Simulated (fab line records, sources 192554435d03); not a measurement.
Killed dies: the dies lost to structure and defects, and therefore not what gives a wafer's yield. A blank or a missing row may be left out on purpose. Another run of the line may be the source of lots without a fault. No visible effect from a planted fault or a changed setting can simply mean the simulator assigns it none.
fab line records -- flow n5-finfet -- part 1 of 2: steps 1 to 4 of 6
record: lots: 24, wafers: 72, last-day: 17
route steps=1938 shown FIN_SAQP@147 DUMMY_GATE@218 SPACER0@258 SD_EPI_N@270
lots that met no fault: taken from a fault-free run of the same line
start-h: hours from the record's opening day to when the first of the lot's shown wafers began -- wait-h: time in hours since the lot's previous step -- " same as the row above -- L1.1+2: a single row standing in for several wafers -- - either no value or no given start -- * or withheld: withheld -- < > ~ a bound
route shown NAME@n: a module of which the file shows steps, and the number in the route of the first -- usual: mean/standard deviation of fault-free wafers -- same: alike in all rows -- chamber/n: place in a boat -- sites: per-site readings -- _std_site: the values' standard deviation -- _edge_site: inner sites' mean taken away from outer sites' mean -- radius-mm: how far each site lies from the wafer's centre -- mask NAME#n: copy n -- behind: the most recent tool/chamber to have shaped the wafer -- hold: why the lot went on hold/how many hours it stayed there/how the hold came to an end -- device: the n, p or np transistor that did not switch -- end of line: tests run on the same wafers once the route is complete -- for a step that has no rows: nothing shown but its recipe -- killed: the dies lost at the first sort to structure and to defects; this is not the yield of the wafer -- map: per-die view of a wafer (x killed, . not killed, _ where there is no die)
set.NAME: the setting that was run; set.NAME@STEP: the one run at that earlier step -- model.NAME: the simulator's own value behind a step, which no gauge read
steps of the route over a sample of lots; a table a step, a row a wafer
services: a tool's chamber out of use, with start hour (start-h, from the record's first day; less than 0 if before it), hours out, and reason
== steps ==
step: N5_FIN_SAQP_FIN_ETCH_36
recipe: chemistry: HBr/Cl2/O2, target-depth-a: 1200, mask-material: SiNx, time-s: 50.4, bias-w: 102, pressure-mtorr: 10, icp-w: 800, HBr_flow_sccm: 150, Cl2_flow_sccm: 80, O2_flow_sccm: 12
usual: drypump-motor-current-A: 5.7/0.51, oes_o_777_au: 1.00/0.038, oes-product-au: 0.994/0.019, rf-fwd-power-W: 796.5/2.7, throttle-valve-pct: 36.1/0.31
lot.wafer,tool,chamber,start-h,wait-h,drypump-motor-current-A,oes_o_777_au,oes-product-au,rf-fwd-power-W,rf-hours-counter-h,throttle-valve-pct
L074.3,rie-si-04,3,26.68,0.0,5.2,1.05,1.006,796.0,102,36.0
L074.5,rie-si-04,0,26.68,0.0,6.6,0.98,0.996,791.4,-,35.7
L074.6,rie-si-04,3,26.68,0.0,5.2,1.05,1.002,792.6,-,36.0
L075.3,rie-si-01,2,31.75,0.0,5.4,0.97,0.981,798.1,101,36.0
L075.4,rie-si-01,0,31.75,0.0,5.1,0.99,0.982,797.2,95,35.9
L075.6,rie-si-01,0,31.75,0.0,5.1,1.00,0.981,800.9,-,36.0
L076.3,rie-si-02,3,38.35,0.0,5.7,0.95,0.961,799.5,54,36.3
L076.4,rie-si-02,3,38.35,0.0,5.7,0.95,0.959,800.4,-,36.3
L076.6,rie-si-02,0,38.35,0.0,5.1,1.02,1.011,799.7,-,36.3
L077.2,rie-si-02,2,44.62,0.0,6.1,0.96,1.014,799.1,0,36.0
L077.5,rie-si-02,2,44.62,0.0,6.1,0.97,1.008,796.0,-,36.0
L077.6,rie-si-02,3,44.62,0.0,5.7,0.95,0.956,799.2,-,36.3
L078.1,rie-si-01,1,49.95,0.0,6.3,1.02,0.995,801.9,57,36.5
L078.3,rie-si-01,2,49.95,0.0,5.4,0.98,0.994,799.9,101,36.0
L078.6,rie-si-01,1,49.95,0.0,6.3,1.03,0.996,800.1,-,36.5
L079.1,rie-si-01,2,56.30,0.0,5.5,0.97,0.980,797.8,102,36.0
L079.3,rie-si-01,1,56.30,0.0,6.3,1.02,0.980,792.2,57,36.5
L079.5,rie-si-01,2,56.30,0.0,5.4,0.98,0.975,795.4,-,36.0
L080.1,rie-si-02,3,63.00,0.0,5.7,0.95,0.966,792.8,55,36.3
L080.2,rie-si-02,2,63.00,0.0,6.1,0.97,0.999,793.1,1,36.0
L080.4,rie-si-02,2,63.00,0.0,6.1,0.99,0.999,796.1,-,36.0
L081.2,rie-si-02,2,70.26,0.0,6.1,0.97,1.006,799.4,1,36.0
L081.5,rie-si-02,1,70.26,0.0,6.3,1.08,1.017,795.6,-,35.9
L081.6,rie-si-02,2,70.26,0.0,6.0,0.97,1.005,799.9,-,36.0
L082.1,rie-si-04,2,74.42,0.0,5.0,0.97,1.009,792.1,187,35.7
L082.2,rie-si-04,0,74.42,0.0,6.6,0.98,1.000,792.2,8,35.7
L082.3,rie-si-04,1,74.42,0.0,5.9,1.00,0.998,798.5,59,36.5
L083.3,rie-si-01,0,80.25,0.0,5.2,0.99,0.976,794.1,96,36.0
L083.4,rie-si-01,3,80.25,0.0,6.0,0.97,0.982,796.0,38,36.7
L083.5,rie-si-01,3,80.25,0.0,6.0,0.97,0.973,794.3,-,36.7
L084.3,rie-si-04,0,86.41,0.0,6.6,0.98,1.006,794.7,8,35.7
L084.4,rie-si-04,3,86.41,0.0,5.3,1.06,1.008,796.7,103,36.0
L084.6,rie-si-04,3,86.41,0.0,5.2,1.06,1.003,796.7,-,36.0
L085.2,rie-si-04,2,92.98,0.0,5.1,0.97,1.027,789.8,188,35.7
L085.4,rie-si-04,0,92.98,0.0,6.6,0.98,1.001,795.3,8,35.7
L085.5,rie-si-04,3,92.98,0.0,5.2,1.05,1.009,797.4,-,36.0
L086.2,rie-si-02,2,100.54,0.0,6.1,0.97,1.005,799.8,1,36.1
L086.3,rie-si-02,3,100.54,0.0,5.7,0.95,0.952,797.0,56,36.3
L086.5,rie-si-02,3,100.54,0.0,5.8,0.95,0.949,796.8,-,36.4
L087.3,rie-si-01,1,105.26,0.0,6.3,1.01,0.993,799.1,58,36.5
L087.4,rie-si-01,3,105.26,0.0,6.0,0.96,0.987,800.8,39,36.7
L087.5,rie-si-01,3,105.26,0.0,6.0,0.96,0.980,796.6,-,36.7
L088.1,rie-si-01,2,109.56,0.0,5.4,0.98,0.973,795.6,102,36.0
L088.3,rie-si-01,0,109.56,0.0,5.1,0.98,0.969,795.7,96,36.0
L088.5,rie-si-01,3,109.56,0.0,6.0,0.96,0.987,800.1,-,36.7
L089.1,rie-si-01,3,115.78,0.0,6.0,0.98,0.976,798.1,39,36.7
L089.5,rie-si-01,2,115.78,0.0,5.4,0.98,0.972,795.5,-,36.0
L089.6,rie-si-01,3,115.78,0.0,6.0,0.96,0.990,797.8,-,36.7
L090.2,rie-si-04,0,121.94,0.0,6.6,0.98,1.016,795.5,9,35.7
L090.5,rie-si-04,1,121.94,0.0,5.9,1.00,0.989,792.1,-,36.5
L090.6,rie-si-04,2,121.94,0.0,5.1,0.97,1.011,790.8,-,35.7
L091.1,rie-si-04,1,128.20,0.0,6.0,1.00,0.985,793.8,60,36.5
L091.2,rie-si-04,2,128.20,0.0,5.1,0.96,1.016,795.2,189,35.7
L091.6,rie-si-04,0,128.20,0.0,6.6,0.98,1.004,796.3,-,35.7
L092.1,rie-si-04,3,136.02,0.0,5.2,1.05,1.010,795.7,104,36.0
L092.3,rie-si-04,1,136.02,0.0,6.0,1.00,0.991,798.1,60,36.5
L092.4,rie-si-04,0,136.02,0.0,6.7,0.98,1.020,799.8,9,35.7
L093.2,rie-si-04,3,141.41,0.0,5.2,1.06,1.014,797.2,104,36.0
L093.4,rie-si-04,2,141.41,0.0,5.1,0.96,1.014,791.8,189,35.7
L093.5,rie-si-04,0,141.41,0.0,6.7,0.99,1.014,794.1,-,35.7
L094.1,rie-si-01,3,147.42,0.0,6.0,0.97,0.980,793.0,39,36.7
L094.2,rie-si-01,0,147.42,0.0,5.2,0.98,0.976,792.7,97,36.0
L094.3,rie-si-01,2,147.42,0.0,5.4,0.98,0.979,795.5,103,36.0
L095.2,rie-si-02,2,152.21,0.0,6.1,0.97,1.021,796.2,2,36.0
L095.3,rie-si-02,1,152.21,0.0,6.3,1.08,1.017,793.1,34,35.9
L095.5,rie-si-02,0,152.21,0.0,5.1,1.02,1.022,798.3,-,36.3
L096.2,rie-si-04,2,159.67,0.0,5.1,0.97,1.010,797.3,189,35.8
L096.4,rie-si-04,0,159.67,0.0,6.6,0.99,1.003,795.6,10,35.7
L096.5,rie-si-04,2,159.67,0.0,5.1,0.96,1.009,796.9,-,35.7
L097.1,rie-si-02,0,164.26,0.0,5.1,1.02,1.027,796.2,28,36.3
L097.3,rie-si-02,2,164.26,0.0,6.1,0.96,1.011,798.0,2,36.0
L097.5,rie-si-02,2,164.26,0.0,6.1,0.97,1.014,793.7,-,36.0
step: N5_DUMMY_GATE_CMP_04
recipe: material: a-Si, post-cmp-clean: alkaline-brush
usual: motor-current-A: 10.2/0.9, time-to-endpoint-s: 14.3/2.2
lot.wafer,tool,chamber,start-h,wait-h,motor-current-A,time-to-endpoint-s
L074.3,cmp-03,0,41.28,0.1,10.9,11.4
L074.6,cmp-03,2,41.28,0.1,9.0,13.2
L074.5,cmp-03,3,41.28,0.1,10.4,12.8
L075.3,cmp-01,1,46.33,0.1,10.2,10.9
L075.4,cmp-01,2,46.33,0.1,9.9,12.2
L075.6,cmp-01,0,46.33,0.1,9.9,15.2
L076.4,cmp-01,0,59.21,0.0,10.3,17.9
L076.3,cmp-01,3,59.21,0.0,10.3,10.8
L076.6,cmp-01,0,59.21,0.0,10.1,17.7
L077.2,cmp-03,0,62.86,0.0,10.7,15.8
L077.6,cmp-03,0,62.86,0.0,10.6,14.5
L077.5,cmp-03,1,62.86,0.0,12.1,14.1
L078.1,cmp-01,2,70.42,0.0,9.8,12.6
L078.3,cmp-01,0,70.42,0.0,9.9,19.0
L078.6,cmp-01,3,70.42,0.0,9.6,12.6
L079.1,cmp-01,2,74.13,0.1,9.8,11.8
L079.3,cmp-01,3,74.13,0.1,9.6,10.9
L079.5,cmp-01,0,74.13,0.1,10.1,13.3
L080.4,cmp-04,3,77.84,0.1,11.2,12.4
L080.1,cmp-04,0,77.84,0.1,11.7,16.0
L080.2,cmp-04,1,77.84,0.1,9.1,15.3
L081.2,cmp-01,0,86.26,0.0,10.1,17.4
L081.6,cmp-01,0,86.26,0.0,9.9,17.3
L081.5,cmp-01,1,86.26,0.0,10.4,15.8
L082.1,cmp-01,3,89.89,0.0,9.8,11.5
L082.3,cmp-01,0,89.89,0.0,10.6,17.1
L082.2,cmp-01,1,89.89,0.0,10.6,12.3
L083.4,cmp-03,1,95.73,0.1,12.2,15.5
L083.3,cmp-03,2,95.73,0.1,8.6,12.7
L083.5,cmp-03,3,95.73,0.1,10.6,17.2
L084.4,cmp-01,0,103.72,0.0,10.3,19.1
L084.3,cmp-01,1,103.72,0.0,10.9,15.4
L084.6,cmp-01,0,103.72,0.0,10.4,17.7
L085.2,cmp-03,2,108.52,0.1,9.1,15.4
L085.4,cmp-03,3,108.52,0.1,9.6,12.7
L085.5,cmp-03,0,108.52,0.1,10.2,14.2
L086.3,cmp-04,3,115.90,0.0,10.7,11.9
L086.2,cmp-04,2,115.90,0.0,9.8,15.8
L086.5,cmp-04,0,115.90,0.0,11.9,14.9
L087.4,cmp-01,0,120.36,0.1,9.5,18.6
L087.3,cmp-01,1,120.36,0.1,10.7,17.0
L087.5,cmp-01,1,120.36,0.1,11.5,14.5
L088.1,cmp-01,1,126.79,0.0,10.2,13.4
L088.3,cmp-01,3,126.79,0.0,9.4,10.3
L088.5,cmp-01,1,126.79,0.0,10.3,11.7
L089.1,cmp-01,2,131.41,0.1,9.4,13.8
L089.6,cmp-01,3,131.41,0.1,9.7,15.5
L089.5,cmp-01,0,131.41,0.1,10.6,18.7
L090.2,cmp-01,3,138.63,0.1,10.4,12.2
L090.5,cmp-01,1,138.63,0.1,10.7,13.6
L090.6,cmp-01,2,138.63,0.1,9.3,12.1
L091.2,cmp-03,1,145.55,0.0,11.9,11.2
L091.1,cmp-03,3,145.55,0.0,10.3,13.6
L091.6,cmp-03,1,145.55,0.0,11.2,12.9
L092.4,cmp-01,1,152.15,0.1,10.8,13.4
L092.3,cmp-01,2,152.15,0.1,9.6,12.6
L092.1,cmp-01,3,152.15,0.1,9.6,13.3
L093.4,cmp-01,0,159.46,0.0,9.9,18.0
L093.2,cmp-01,3,159.46,0.0,10.0,15.8
L093.5,cmp-01,0,159.46,0.0,9.6,18.6
L094.2,cmp-04,2,162.75,0.1,9.1,15.7
L094.1,cmp-04,3,162.75,0.1,10.7,12.7
L094.3,cmp-04,0,162.75,0.1,12.2,16.8
L095.3,cmp-04,0,167.40,0.1,11.6,14.2
L095.2,cmp-04,2,167.40,0.1,9.3,15.2
L095.5,cmp-04,0,167.40,0.1,11.8,14.3
L096.4,cmp-03,1,175.45,0.1,11.7,13.6
L096.2,cmp-03,2,175.45,0.1,8.5,13.0
L096.5,cmp-03,3,175.45,0.1,10.3,14.0
L097.3,cmp-04,1,178.95,0.0,8.5,14.0
L097.1,cmp-04,0,178.95,0.0,11.3,16.6
L097.5,cmp-04,1,178.95,0.0,8.9,16.4
step: N5_DUMMY_GATE_STRIP_41
recipe: chemistry: O2, power-w: 400, temp-c: 40, pressure-mtorr: 30, rf-frequency-hz: 6e+07, bias-power-w: 0, overash-fraction: 0.3, o2-flow-sccm: 225
usual: drypump-motor-current-A: 5.6/0.44, o2-flow-sccm: 225.0/0.65, oes-product-au: 0.74/0.055, rf-vpp-V: 3.7/0.55, showerhead-plenum-p-Torr: 2.11/0.073, throttle-valve-pct: 16.82/0.25
same: bias-power-w: 0
lot.wafer,tool,chamber,start-h,wait-h,drypump-motor-current-A,o2-flow-sccm,oes-product-au,rf-hours-counter-h,rf-vpp-V,showerhead-plenum-p-Torr,throttle-valve-pct
L074.3,rie-diel-03,0,46.78,0.0,5.7,224.0,0.76,104,3.1,2.21,16.86
L074.5,rie-diel-03,0,46.78,0.0,5.7,223.9,0.77,-,3.1,2.21,16.88
L074.6,rie-diel-03,3,46.78,0.0,5.2,225.8,0.80,-,3.9,2.21,16.88
L075.3,rie-diel-01,0,51.42,0.0,5.2,225.7,0.71,216,3.5,2.17,17.11
L075.4,rie-diel-01,1,51.42,0.0,6.0,225.7,0.98,2,3.1,2.13,16.15
L075.6,rie-diel-01,2,51.42,0.0,6.3,224.5,0.75,-,3.8,2.12,16.85
L076.3,rie-diel-04,0,67.65,0.0,4.7,224.8,0.71,159,2.9,2.02,16.85
L076.4,rie-diel-04,1,67.65,0.0,6.1,225.4,0.71,224,4.9,2.07,16.80
L076.6,rie-diel-04,2,67.65,0.0,5.7,225.0,0.76,-,4.4,2.20,16.38
L077.2,rie-diel-03,0,72.39,0.0,5.7,224.5,0.77,112,3.5,2.20,16.88
L077.5,rie-diel-03,0,72.39,0.0,5.6,224.7,0.76,-,3.6,2.20,16.89
L077.6,rie-diel-03,3,72.39,0.0,5.2,225.1,0.78,-,3.6,2.20,16.89
L078.1,rie-diel-04,3,76.22,0.0,5.9,225.1,0.73,197,3.6,2.10,17.17
L078.3,rie-diel-04,0,76.22,0.0,4.7,224.8,0.71,161,3.4,2.02,16.86
L078.6,rie-diel-04,3,76.22,0.0,5.9,224.6,0.73,-,3.2,2.10,17.17
L079.1,rie-diel-03,3,80.12,0.0,5.3,224.9,0.78,144,3.0,2.20,16.91
L079.3,rie-diel-03,2,80.12,0.0,5.5,225.1,0.77,132,3.5,2.02,16.87
L079.5,rie-diel-03,2,80.12,0.0,5.5,224.7,0.76,-,2.9,2.02,16.87
L080.1,rie-diel-04,3,83.09,0.0,5.9,224.3,0.73,199,4.0,2.10,17.17
L080.2,rie-diel-04,2,83.09,0.0,5.7,223.4,0.75,145,3.7,2.19,16.39
L080.4,rie-diel-04,1,83.09,0.0,6.0,224.6,0.70,229,2.8,2.06,16.81
L081.2,rie-diel-03,0,92.59,0.0,5.7,224.1,0.76,120,3.9,2.20,16.91
L081.5,rie-diel-03,0,92.59,0.0,5.7,224.2,0.77,-,3.0,2.20,16.91
L081.6,rie-diel-03,3,92.59,0.0,5.3,224.5,0.78,-,4.0,2.20,16.90
L082.1,rie-diel-03,0,95.08,0.0,5.7,223.9,0.76,121,2.9,2.20,16.90
L082.2,rie-diel-03,2,95.08,0.0,5.5,225.7,0.76,138,2.7,2.02,16.88
L082.3,rie-diel-03,3,95.08,0.0,5.2,224.2,0.78,149,4.0,2.20,16.91
L083.3,rie-diel-03,3,100.93,0.0,5.2,225.1,0.78,152,3.3,2.20,16.93
L083.4,rie-diel-03,2,100.93,0.0,5.5,224.2,0.76,139,5.3,2.02,16.88
L083.5,rie-diel-03,0,100.93,0.0,5.6,225.7,0.75,-,3.4,2.20,16.90
L084.3,rie-diel-04,3,109.25,0.0,5.9,225.4,0.72,207,4.1,2.09,17.20
L084.4,rie-diel-04,1,109.25,0.0,6.1,225.4,0.70,237,4.5,2.06,16.84
L084.6,rie-diel-04,2,109.25,0.0,5.8,225.1,0.75,-,4.2,2.19,16.40
L085.2,rie-diel-04,2,122.11,0.0,5.7,225.3,0.74,160,3.6,2.19,16.42
L085.4,rie-diel-04,0,122.11,0.0,4.7,223.4,0.71,-,4.1,2.01,16.88
L085.5,rie-diel-04,2,122.11,0.0,5.7,224.1,0.74,-,3.4,2.19,16.42
L086.2,rie-diel-04,1,122.56,0.0,6.1,225.2,0.69,244,4.0,2.06,16.83
L086.3,rie-diel-04,2,122.56,0.0,5.7,223.8,0.75,160,2.7,2.19,16.41
L086.5,rie-diel-04,3,122.56,0.0,5.9,224.9,0.72,-,4.0,2.09,17.20
L087.3,rie-diel-04,1,127.86,0.0,6.1,226.1,0.69,246,3.2,2.06,16.84
L087.4,rie-diel-04,0,127.86,0.0,4.7,224.3,0.71,-,3.8,2.01,16.89
L087.5,rie-diel-04,2,127.86,0.0,5.7,224.8,0.74,-,3.9,2.19,16.42
L088.1,rie-diel-04,0,133.89,0.0,4.7,225.5,0.70,183,4.0,2.01,16.89
L088.3,rie-diel-04,2,133.89,0.0,5.8,225.7,0.73,163,2.6,2.19,16.43
L088.5,rie-diel-04,1,133.89,0.0,6.1,225.6,0.69,-,4.6,2.06,16.84
L089.1,rie-diel-01,3,136.69,0.0,5.7,225.5,0.74,162,3.1,2.03,16.74
L089.5,rie-diel-01,3,136.69,0.0,5.8,224.8,0.74,-,3.7,2.03,16.71
L089.6,rie-diel-01,2,136.69,0.0,6.2,225.1,0.73,-,4.7,2.11,16.88
L090.2,rie-diel-01,0,144.01,0.0,5.3,225.2,0.69,238,3.6,2.16,17.15
L090.5,rie-diel-01,3,144.01,0.0,5.8,225.2,0.74,-,4.1,2.03,16.74
L090.6,rie-diel-01,0,144.01,0.0,5.3,225.4,0.69,-,4.3,2.16,17.15
L091.1,rie-diel-03,1,150.90,0.0,5.7,225.0,0.75,172,3.2,2.11,16.88
L091.2,rie-diel-03,2,150.90,0.0,5.5,224.9,0.75,157,2.8,2.01,16.91
L091.6,rie-diel-03,0,150.90,0.0,5.7,224.8,0.74,-,3.9,2.19,16.95
L092.1,rie-diel-04,3,160.26,0.0,5.9,225.6,0.71,211,4.3,2.09,17.20
L092.3,rie-diel-04,2,160.26,0.0,5.7,224.5,0.72,175,2.8,2.18,16.45
L092.4,rie-diel-04,0,160.26,0.0,4.7,224.3,0.69,-,3.6,2.01,16.94
L093.2,rie-diel-01,3,164.72,0.0,5.8,224.6,0.74,172,3.5,2.03,16.75
L093.4,rie-diel-01,0,164.72,0.0,5.3,224.6,0.70,243,4.5,2.16,17.16
L093.5,rie-diel-01,2,164.72,0.0,6.3,225.5,0.73,-,4.3,2.11,16.90
L094.1,rie-diel-03,3,168.04,0.0,5.2,224.7,0.75,174,3.3,2.19,16.97
L094.2,rie-diel-03,0,168.04,0.0,5.7,224.9,0.72,146,3.3,2.19,16.94
L094.3,rie-diel-03,1,168.04,0.0,5.8,224.5,0.74,177,3.2,2.11,16.89
L095.2,rie-diel-04,2,172.64,0.0,5.7,225.0,0.72,180,2.7,2.18,16.45
L095.3,rie-diel-04,0,172.64,0.0,4.7,225.8,0.69,200,3.5,2.01,16.92
L095.5,rie-diel-04,0,172.64,0.0,4.7,224.0,0.69,-,3.6,2.01,16.93
L096.2,rie-diel-04,1,182.53,0.0,6.1,225.3,1.01,1,3.4,2.05,16.39
L096.4,rie-diel-04,0,182.53,0.0,4.7,225.1,0.69,203,3.3,2.01,16.93
L096.5,rie-diel-04,0,182.53,0.0,4.7,225.0,0.68,-,3.9,2.01,16.92
L097.1,rie-diel-03,3,184.33,0.0,5.3,225.2,0.75,179,4.4,2.19,16.97
L097.3,rie-diel-03,2,184.33,0.0,5.5,225.0,0.73,166,4.1,2.01,16.94
L097.5,rie-diel-03,1,184.33,0.0,5.7,225.5,0.74,-,3.6,2.10,16.91
step: N5_SPACER0_ALD_07
recipe: material: SiNx, target-thk-a: 20, temp-c: 400, ald-precursor-family: SiH2I2, ald-co-reactant: N2/H2-plasma, pressure-torr: 2
usual: heater-power-w: 826/61
lot.wafer,tool,chamber,start-h,wait-h,heater-power-w
L074.3,ald-sin-04,1,47.57,0.0,888
L074.5,ald-sin-04,0,47.57,0.0,771
L074.6,ald-sin-04,1,47.57,0.0,880
L075.3,ald-sin-04,0,52.32,0.2,785
L075.4,ald-sin-04,3,52.32,0.2,837
L075.6,ald-sin-04,2,52.32,0.2,950
L076.3,ald-sin-04,2,68.96,0.6,933
L076.4,ald-sin-04,3,68.96,0.6,821
L076.6,ald-sin-04,1,68.96,0.6,873
L077.2,ald-sin-02,1,73.11,0.0,793
L077.5,ald-sin-02,1,73.11,0.0,810
L077.6,ald-sin-02,2,73.11,0.0,894
L078.1,ald-sin-04,1,77.14,0.0,867
L078.3,ald-sin-04,2,77.14,0.0,960
L078.6,ald-sin-04,0,77.14,0.0,763
L079.1,ald-sin-02,2,81.06,0.3,881
L079.3,ald-sin-02,3,81.06,0.3,818
L079.5,ald-sin-02,0,81.06,0.3,773
L080.1,ald-sin-04,2,83.92,0.1,933
L080.2,ald-sin-04,1,83.92,0.1,843
L080.4,ald-sin-04,0,83.92,0.1,772
L081.2,ald-sin-02,3,93.43,0.1,808
L081.5,ald-sin-02,1,93.43,0.1,784
L081.6,ald-sin-02,0,93.43,0.1,781
L082.1,ald-sin-01,0,95.85,0.1,798
L082.2,ald-sin-01,2,95.85,0.1,773
L082.3,ald-sin-01,3,95.85,0.1,848
L083.3,ald-sin-04,3,102.06,0.3,767
L083.4,ald-sin-04,0,102.06,0.3,781
L083.5,ald-sin-04,1,102.06,0.3,829
L084.3,ald-sin-04,0,110.27,0.0,772
L084.4,ald-sin-04,2,110.27,0.0,1014
L084.6,ald-sin-04,3,110.27,0.0,786
L085.2,ald-sin-04,1,123.01,0.0,830
L085.4,ald-sin-04,0,123.01,0.0,801
L085.5,ald-sin-04,0,123.01,0.0,807
L086.2,ald-sin-01,0,123.34,0.0,771
L086.3,ald-sin-01,1,123.34,0.0,777
L086.5,ald-sin-01,0,123.34,0.0,766
L087.3,ald-sin-01,1,128.58,0.0,793
L087.4,ald-sin-01,1,128.58,0.0,806
L087.5,ald-sin-01,3,128.58,0.0,880
L088.1,ald-sin-04,3,135.33,0.8,769
L088.3,ald-sin-04,1,135.33,0.8,842
L088.5,ald-sin-04,0,135.33,0.8,814
L089.1,ald-sin-04,2,137.41,0.0,993
L089.5,ald-sin-04,0,137.41,0.0,799
L089.6,ald-sin-04,1,137.41,0.0,835
L090.2,ald-sin-01,1,145.83,1.1,813
L090.5,ald-sin-01,1,145.83,1.1,803
L090.6,ald-sin-01,0,145.83,1.1,785
L091.1,ald-sin-02,1,152.52,0.9,781
L091.2,ald-sin-02,0,152.52,0.9,769
L091.6,ald-sin-02,3,152.52,0.9,808
L092.1,ald-sin-02,3,161.43,0.0,791
L092.3,ald-sin-02,0,161.43,0.0,759
L092.4,ald-sin-02,2,161.43,0.0,889
L093.2,ald-sin-01,3,165.53,0.0,878
L093.4,ald-sin-01,1,165.53,0.0,798
L093.5,ald-sin-01,3,165.53,0.0,854
L094.1,ald-sin-01,2,168.76,0.0,784
L094.2,ald-sin-01,0,168.76,0.0,764
L094.3,ald-sin-01,3,168.76,0.0,855
L095.2,ald-sin-02,0,173.36,0.0,778
L095.3,ald-sin-02,3,173.36,0.0,796
L095.5,ald-sin-02,2,173.36,0.0,891
L096.2,ald-sin-01,3,183.38,0.0,873
L096.4,ald-sin-01,1,183.38,0.0,789
L096.5,ald-sin-01,1,183.38,0.0,807
L097.1,ald-sin-01,1,185.64,0.6,801
L097.3,ald-sin-01,3,185.64,0.6,885
L097.5,ald-sin-01,3,185.64,0.6,864
